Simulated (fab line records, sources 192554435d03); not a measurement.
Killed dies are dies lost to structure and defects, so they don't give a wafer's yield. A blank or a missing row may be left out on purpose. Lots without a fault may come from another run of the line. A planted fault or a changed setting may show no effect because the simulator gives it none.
One fault seen from 2 desks | flow n5_finfet | each desk has only its own numbers; what lay behind them comes last

THE METROLOGY DESK
What the gauges read, lot by lot, whatever tool the lot ran on: means of the sampled wafers that have a number. A lot is out of limits, marked OUT, if its mean lies more than 4 standard deviations from the usual mean; the brackets give that distance. Of its 12 readings 7 are shown: those that lie furthest out on some lot.
Columns: A = thk_nm at N5_SD_EPI_P_EPI_MEAS_23, usual 60.9 nm; B = NDIPOLE_OVL at N5_HKMG_FIN_OVL_MEAS_50, usual 0.1 nm; C = DIBL_P at N5_BEOL_M4_RC_MEAS_101, usual 35.8 mV/V; D = ION_P at N5_BEOL_M4_RC_MEAS_101, usual 460 uA/um; E = SS_N at N5_BEOL_M4_RC_MEAS_101, usual 71.5 mV/dec; F = VT_N at N5_BEOL_M4_RC_MEAS_101, usual 250 mV; G = VT_P at N5_BEOL_M4_RC_MEAS_101, usual -251 mV
lot  | first seen here | A    | B    | C    | D   | E    | F   | G
L370 | day 3 15:53     | 60.7 | 1.3  | 33.2 | 455 | 71.1 | 253 | -255
L372 | day 4 04:41     | 61.0 | 0.2  | 37.3 | 461 | 71.9 | 248 | -247
L376 | day 5 05:07     | 60.5 | 0.4  | 37.0 | 466 | 72.3 | 249 | -252
L381 | day 6 11:07     | 61.9 | -0.5 | 35.2 | 457 | 71.6 | 252 | -251
L382 | day 6 18:09     | 61.0 | 0.1  | 35.2 | 465 | 70.6 | 252 | -250
L383 | day 7 02:07     | 62.1 | 0.2  | 36.6 | 457 | 71.6 | 251 | -254
L385 | day 7 15:53     | 60.1 | -0.4 | 34.4 | 460 | 71.0 | 251 | -254
L387 | day 8 01:54     | 61.4 | -0.3 | 35.6 | 451 | 71.8 | 254 | -257
L389 | day 8 11:05     | 59.5 | -0.5 | 34.9 | 458 | 70.8 | 250 | -251
L391 | day 8 21:23     | 60.4 | -0.5 | 34.7 | 461 | 71.1 | 248 | -252
This desk's finding: nothing out of limits on any of the 10 lots.

THE TOOL OWNER'S DESK: litho_track-05
The tool's own readings at N5_HKMG_FIN_COAT_41 (time 60 s, resist thk 300 nm): means of the sampled wafers that have a number, for each lot that ran on this tool. A lot is out of limits, marked OUT, if its mean lies more than 4 standard deviations from the usual mean; the brackets give that distance.
Columns: A = heater_power_total_W at N5_HKMG_FIN_COAT_41, usual 500.4 W; B = spin_speed_rpm at N5_HKMG_FIN_COAT_41, usual 1499.8 rpm
lot  | first seen here | A     | B
L370 | day 4 05:38     | 500.3 | 1499.6
L376 | day 5 18:45     | 501.1 | 1499.5
L381 | day 7 00:44     | 501.6 | 1499.4
L382 | day 7 08:00     | 501.6 | 1442.8 (-67) OUT
L383 | day 7 15:41     | 501.4 | 1443.1 (-67) OUT
This desk's finding: out of limits on L382, L383; first on L382, day 7 08:00 (spin_speed_rpm at N5_HKMG_FIN_COAT_41). In limits: L370, L376, L381.

PUT TOGETHER
The tool owner's desk could have raised an alarm at day 7 08:00, on L382, L383.
The metrology desk saw nothing out of limits.
The metrology desk has L382, L383 on record, within its limits.
Of the lots named, all ran N5_HKMG_FIN_COAT_41 on litho_track-05.

WHAT THE SIMULATOR HAD PUT IN
Process parameter drift: litho_track-05, from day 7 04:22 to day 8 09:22, at N5_HKMG_FIN_COAT_41. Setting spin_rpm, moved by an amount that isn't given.
Lots struck among those shown: L382, L383.
Hours from the fault's start to each desk's first reading out of limits: the tool owner's desk, 4.
